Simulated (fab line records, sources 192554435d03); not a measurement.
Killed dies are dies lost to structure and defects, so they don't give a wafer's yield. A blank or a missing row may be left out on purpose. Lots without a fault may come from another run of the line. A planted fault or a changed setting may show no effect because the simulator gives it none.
Which tool did it? | flow n5_finfet | 9 lots, 27 wafers sampled, at 7 steps of a route of 1938

WHAT THE GAUGES READ, wafer by wafer
N5_SD_EPI_P_EPI_MEAS_23. Usual: thk_nm 60.8 nm, standard deviation 1.2.
lot  | measured    | on            | thk_nm (nm)    | flag
L270 | day 3 10:04 | film_metro-01 | 62.9 62.6 60.2 |
L272 | day 3 22:18 | film_metro-02 | 58.3 59.4 60.1 |
L274 | day 4 13:08 | film_metro-01 | 62.7 60.9 59.5 |
L281 | day 6 06:52 | film_metro-01 | 60.4 59.6 62.5 |
L282 | day 6 13:33 | film_metro-02 | 59.0 59.9 58.8 |
L285 | day 7 05:16 | film_metro-02 | 60.3 60.2 61.9 |
L288 | day 7 22:52 | film_metro-02 | 60.1 61.8 60.0 |
L292 | day 9 06:35 | film_metro-01 | 60.4 59.5 60.1 |
L293 | day 9 10:13 | film_metro-02 | 62.5 60.6 62.2 |

N5_SD_EPI_P_INSPECT_26: inspects for defects (darkfield). Usual: raw_defect_count 170, standard deviation 35.
lot  | measured    | on                | raw_defect_count | flag
L270 | day 3 10:15 | defect_inspect-02 | 126 149 128      |
L272 | day 3 22:28 | defect_inspect-02 | 174 113 134      |
L274 | day 4 13:18 | defect_inspect-01 | 174 178 150      |
L281 | day 6 07:03 | defect_inspect-02 | 881 857 913      | OFF
L282 | day 6 13:43 | defect_inspect-02 | 884 883 792      | OFF
L285 | day 7 05:26 | defect_inspect-01 | 165 152 161      |
L288 | day 7 23:02 | defect_inspect-02 | 208 200 177      |
L292 | day 9 06:46 | defect_inspect-01 | 170 123 188      |
L293 | day 9 10:23 | defect_inspect-01 | 161 194 136      |

N5_SD_ACTIVATION_INSPECT_02: inspects for defects (darkfield). Usual: raw_defect_count 169, standard deviation 35.
lot  | measured    | on                | raw_defect_count | flag
L270 | day 3 11:00 | defect_inspect-01 | 139 137 130      |
L272 | day 3 23:17 | defect_inspect-02 | 182 106 134      |
L274 | day 4 14:04 | defect_inspect-01 | 156 181 148      |
L281 | day 6 07:52 | defect_inspect-01 | 847 831 915      | OFF
L282 | day 6 14:28 | defect_inspect-01 | 886 864 795      | OFF
L285 | day 7 06:23 | defect_inspect-01 | 161 154 166      |
L288 | day 7 23:50 | defect_inspect-01 | 206 183 175      |
L292 | day 9 07:40 | defect_inspect-02 | 172 135 189      |
L293 | day 9 11:34 | defect_inspect-01 | 161 184 141      |

N5_BEOL_M4_RC_MEAS_101. Usual: DIBL_N 35.7 mV/V, standard deviation 1.3; DIBL_P 35.4 mV/V, standard deviation 1.8; IOFF_N 0.152 nA/um, standard deviation 0.027; IOFF_P 0.20 nA/um, standard deviation 0.034; ION_N 672 uA/um, standard deviation 9.8; ION_P 461 uA/um, standard deviation 7.5; SS_N 71.4 mV/dec, standard deviation 0.55; SS_P 73.1 mV/dec, standard deviation 0.61; VT_N 251 mV, standard deviation 3.3; VT_P -251 mV, standard deviation 3.6.
lot  | measured     | on        | DIBL_N (mV/V)  | DIBL_P (mV/V)  | IOFF_N (nA/um)    | IOFF_P (nA/um) | ION_N (uA/um) | ION_P (uA/um) | SS_N (mV/dec)  | SS_P (mV/dec)  | VT_N (mV)   | VT_P (mV)      | flag
L270 | day 7 18:44  | prober-02 | 37.2 35.0 35.2 | 39.2 38.2 36.6 | 0.199 0.160 0.161 | 0.27 0.24 0.22 | 681 672 684   | 469 465 467   | 72.2 71.1 71.0 | 74.2 73.9 73.7 | 247 248 248 | -244 -246 -247 |
L272 | day 8 11:07  | prober-01 | 38.6 34.7 34.8 | 38.5 32.9 34.2 | 0.217 0.139 0.144 | 0.30 0.21 0.22 | 674 671 673   | 468 463 460   | 72.4 71.0 71.6 | 74.4 72.9 73.5 | 248 251 251 | -244 -249 -248 |
L274 | day 8 23:14  | prober-01 | 35.8 36.4 36.6 | 36.2 37.6 37.3 | 0.162 0.186 0.188 | 0.18 0.19 0.19 | 676 688 673   | 452 469 453   | 71.3 71.3 72.3 | 73.1 73.7 73.8 | 253 246 251 | -258 -252 -253 |
L281 | day 10 20:56 | prober-02 | 37.6 37.1 36.1 | 35.4 35.1 34.5 | 0.182 0.195 0.168 | 0.22 0.23 0.21 | 679 686 684   | 466 469 468   | 71.1 70.6 70.3 | 72.9 73.9 73.2 | 245 244 244 | -248 -245 -248 |
L282 | day 11 00:10 | prober-02 | 35.2 34.1 35.6 | 34.3 33.3 35.7 | 0.139 0.125 0.146 | 0.16 0.15 0.17 | 649 659 653   | 445 449 445   | 71.2 70.1 71.2 | 73.1 73.0 73.2 | 252 251 254 | -256 -256 -256 |
L285 | day 11 16:05 | prober-01 | 35.6 35.8 37.4 | 34.7 35.1 37.0 | 0.137 0.145 0.172 | 0.17 0.18 0.21 | 675 665 670   | 451 456 454   | 71.7 71.5 71.8 | 73.1 73.2 73.4 | 254 253 250 | -254 -256 -251 |
L288 | day 12 16:40 | prober-02 | 39.0 38.2 37.7 | 38.9 37.8 37.7 | 0.201 0.196 0.175 | 0.28 0.27 0.26 | 685 691 677   | 474 479 472   | 71.8 72.4 71.4 | 74.3 74.4 74.6 | 246 248 248 | -246 -244 -244 |
L292 | day 13 20:10 | prober-01 | 34.3 36.4 35.3 | 34.6 36.6 35.2 | 0.123 0.150 0.124 | 0.18 0.20 0.17 | 663 673 667   | 458 464 456   | 71.2 71.5 71.2 | 72.0 73.5 72.7 | 253 250 253 | -252 -250 -251 |
L293 | day 14 06:29 | prober-02 | 34.8 33.8 35.4 | 33.5 32.4 34.7 | 0.121 0.104 0.132 | 0.19 0.17 0.20 | 674 653 668   | 459 457 467   | 70.5 70.8 71.3 | 73.0 72.3 73.0 | 254 259 252 | -252 -253 -249 |

WHICH TOOL RAN EACH LOT (tool, then ch and the chambers of the sampled wafers, then the start)
lot  | N5_SD_EPI_P_WET_ETCH_45            | N5_SD_EPI_P_STRIP_40                | N5_SD_ACTIVATION_LSA_01
L270 | wet_bench-06 ch 0,3,7, day 3 07:18 | plasma_asher-01 ch 0, day 3 07:22   | laser_anneal-01 ch 0, day 3 10:29
L272 | wet_bench-03 ch 0,3,7, day 3 18:41 | plasma_asher-02 ch 0,1, day 3 18:44 | laser_anneal-01 ch 0, day 3 22:45
L274 | wet_bench-06 ch 1,2,3, day 4 09:31 | plasma_asher-02 ch 1, day 4 09:34   | laser_anneal-01 ch 0, day 4 13:34
L281 | wet_bench-03 ch 0,1,4, day 6 03:16 | plasma_asher-02 ch 0,1, day 6 03:19 | laser_anneal-02 ch 0, day 6 07:20
L282 | wet_bench-03 ch 0,3,7, day 6 09:56 | plasma_asher-02 ch 0,1, day 6 09:59 | laser_anneal-01 ch 0, day 6 13:59
L285 | wet_bench-02 ch 3,5,6, day 7 02:31 | plasma_asher-02 ch 0,1, day 7 02:34 | laser_anneal-02 ch 0, day 7 05:52
L288 | wet_bench-02 ch 0,6,7, day 7 19:53 | plasma_asher-02 ch 0,1, day 7 20:09 | laser_anneal-01 ch 0, day 7 23:19
L292 | wet_bench-06 ch 1,2,7, day 9 03:49 | plasma_asher-01 ch 0,1, day 9 03:52 | laser_anneal-01 ch 0, day 9 07:07
L293 | wet_bench-03 ch 0,3,7, day 9 07:27 | plasma_asher-02 ch 0,1, day 9 07:30 | laser_anneal-01 ch 0, day 9 11:03
- N5_SD_EPI_P_WET_ETCH_45: etches SiO2 in dHF, time 10.7 s, target depth 2 nm, rinse time 30 s.
- N5_SD_EPI_P_STRIP_40: strips in N2/H2.
- N5_SD_ACTIVATION_LSA_01: time 0.0008 s.

WHAT THE TOOLS THEMSELVES READ (means of the sampled wafers that have a number; where no wafer has one, the mark that the record gives instead)
N5_SD_EPI_P_WET_ETCH_45. Usual: temp_c 25.00 C, standard deviation 0.12.
lot  | tool         | temp_c (C) | flag
L270 | wet_bench-06 | 25.02      |
L272 | wet_bench-03 | 25.12      |
L274 | wet_bench-06 | 24.98      |
L281 | wet_bench-03 | 25.08      |
L282 | wet_bench-03 | 24.97      |
L285 | wet_bench-02 | 24.99      |
L288 | wet_bench-02 | 24.87      |
L292 | wet_bench-06 | 25.02      |
L293 | wet_bench-03 | 25.05      |

N5_SD_EPI_P_STRIP_40. Usual: drypump_motor_current_A 5.6 A, standard deviation 0.44; heater_power_w 315 W, standard deviation 66; oes_product_au 0.762 a.u., standard deviation 0.011; temp_c 250.03 C, standard deviation 0.21.
lot  | tool            | drypump_motor_current_A (A) | heater_power_w (W) | oes_product_au (a.u.) | temp_c (C) | flag
L270 | plasma_asher-01 | 5.1                         | 329                | 0.760                 | 250.23     |
L272 | plasma_asher-02 | 5.9                         | 273                | 0.753                 | 249.97     |
L274 | plasma_asher-02 | 6.0                         | 227                | 0.760                 | 250.10     |
L281 | plasma_asher-02 | 5.9                         | 277                | 0.764                 | 250.12     |
L282 | plasma_asher-02 | 5.9                         | 278                | 0.761                 | 250.11     |
L285 | plasma_asher-02 | 5.9                         | 278                | 0.766                 | 249.81     |
L288 | plasma_asher-02 | 5.8                         | 323                | 0.766                 | 250.29     |
L292 | plasma_asher-01 | 5.0                         | 340                | 0.767                 | 249.98     |
L293 | plasma_asher-02 | 5.9                         | 276                | 0.772                 | 250.06     |

N5_SD_ACTIVATION_LSA_01. Usual: wafer_temp_C_max 1087.1, standard deviation 2.5.
lot  | tool            | wafer_temp_C_max | flag
L270 | laser_anneal-01 | 1088.0           |
L272 | laser_anneal-01 | 1089.2           |
L274 | laser_anneal-01 | 1089.1           |
L281 | laser_anneal-02 | 1084.9           |
L282 | laser_anneal-01 | 1087.7           |
L285 | laser_anneal-02 | 1084.7           |
L288 | laser_anneal-01 | 1089.1           |
L292 | laser_anneal-01 | 1090.0           |
L293 | laser_anneal-01 | 1088.1           |

THE ANSWER, worked out from the rows above alone
Rule: a lot is off if the mean of its wafers that have a number lies more than 3 standard deviations from the usual mean. A lot without any number at a reading at which 4 lots or more have one is off too. The other lots that the step has rows for count as sound. The gauges are gone through in route order, then the tools' own readings, and for those a lot's mean is taken as printed above. The first step at which some lot is off is used, and at that step the reading that is off furthest; a lot without a number counts as furthest.
Off: L281, L282, at N5_SD_EPI_P_INSPECT_26 (raw_defect_count).
A tool fits if, at a process step before that reading, it ran every lot that is off, and no sound lot after the first of them. The gauges at N5_SD_EPI_P_INSPECT_26 aren't tried: what is off there is off at N5_SD_ACTIVATION_INSPECT_02 too, on other tools, and a gauge's error can't cause that. None of those tried fits.

WHAT THE SIMULATOR HAD PUT IN
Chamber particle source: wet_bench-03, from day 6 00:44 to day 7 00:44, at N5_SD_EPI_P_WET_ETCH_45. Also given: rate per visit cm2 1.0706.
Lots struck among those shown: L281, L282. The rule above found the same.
